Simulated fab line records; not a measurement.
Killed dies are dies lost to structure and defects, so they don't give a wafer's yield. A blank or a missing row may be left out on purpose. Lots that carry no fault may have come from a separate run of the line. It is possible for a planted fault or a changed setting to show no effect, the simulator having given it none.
Matching of chambers	flow n5_finfet	N5_BEOL_M3_CMP_52 on cmp-03: 4 sister chambers
The step polishes, stops on SiOC, t overpolish 6.8 s, target thk 40 nm. 16 wafers are shown with their chamber, then 8 later ones without.

## WAFERS PAIRED WITH THEIR CHAMBERS
wafer	chamber	motor_current_A (A)	time_to_endpoint_s (s)	barrier_field_endpoint_s (s)
L074.2	2	6.7	63	24.6
L074.3	1	6.5	60	24.4
L074.4	3	6.2	61	25.0
L082.1	2	6.2	64	24.2
L082.2	3	6.5	64	25.0
L082.6	3	6.2	62	25.2
L083.1	1	6.8	58	23.8
L083.2	0	5.6	62	24.3
L083.4	2	6.3	63	24.8
L084.1	2	6.2	63	25.0
L084.3	0	5.2	61	24.4
L084.6	1	6.8	57	24.2
L085.2	3	6.2	62	25.1
L085.3	2	6.1	61	24.9
L085.6	3	6.3	62	24.5
L088.1	0	5.2	59	24.6

SIGNATURES (averages over the wafers above)
reading	chamber 0	chamber 1	chamber 2	chamber 3	scatter within a chamber
motor_current_A	5.333	6.700	6.300	6.280	0.195
time_to_endpoint_s	60.67	58.33	62.80	62.20	1.26
barrier_field_endpoint_s	24.433	24.133	24.700	24.960	0.278
Rule: a wafer lies at a distance from a chamber equal to the root of the sum of squares, over the readings, of (its reading less the chamber's mean, divided by the reading's scatter). If the next closest chamber is less than 2 further off than the closest, the wafer can't be placed; otherwise it belongs to the closest. The scatter: the root of (the sum of the squares of (reading less its chamber's mean) over the shown wafers, divided by (wafers less chambers)).

## WAFERS MISSING THEIR CHAMBER
wafer	motor_current_A (A)	time_to_endpoint_s (s)	barrier_field_endpoint_s (s)
L088.2	6.4	56	24.5
L088.5	6.1	57	24.4
L095.1	5.5	64	25.1
L095.3	6.0	67	25.1
L095.4	6.3	68	25.3
L097.1	6.5	60	24.0
L097.4	6.2	65	24.7
L097.5	5.3	64	25.0

## WHICH CHAMBER EACH ONE RAN IN
wafer	from the rows above	in truth
L088.2	1	1
L088.5	can't be placed: 1 or 3 or 2 or 0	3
L095.1	can't be placed: 0 or 3 or 2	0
L095.3	can't be placed: 2 or 3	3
L095.4	can't be placed: 2 or 3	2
L097.1	can't be placed: 1 or 2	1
L097.4	can't be placed: 2 or 3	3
L097.5	can't be placed: 0 or 3 or 2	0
Correct placement for 1 of the 8. Can't be placed from these rows: 7 (the true chamber is among the candidates in 7). Placed wrongly: 0.
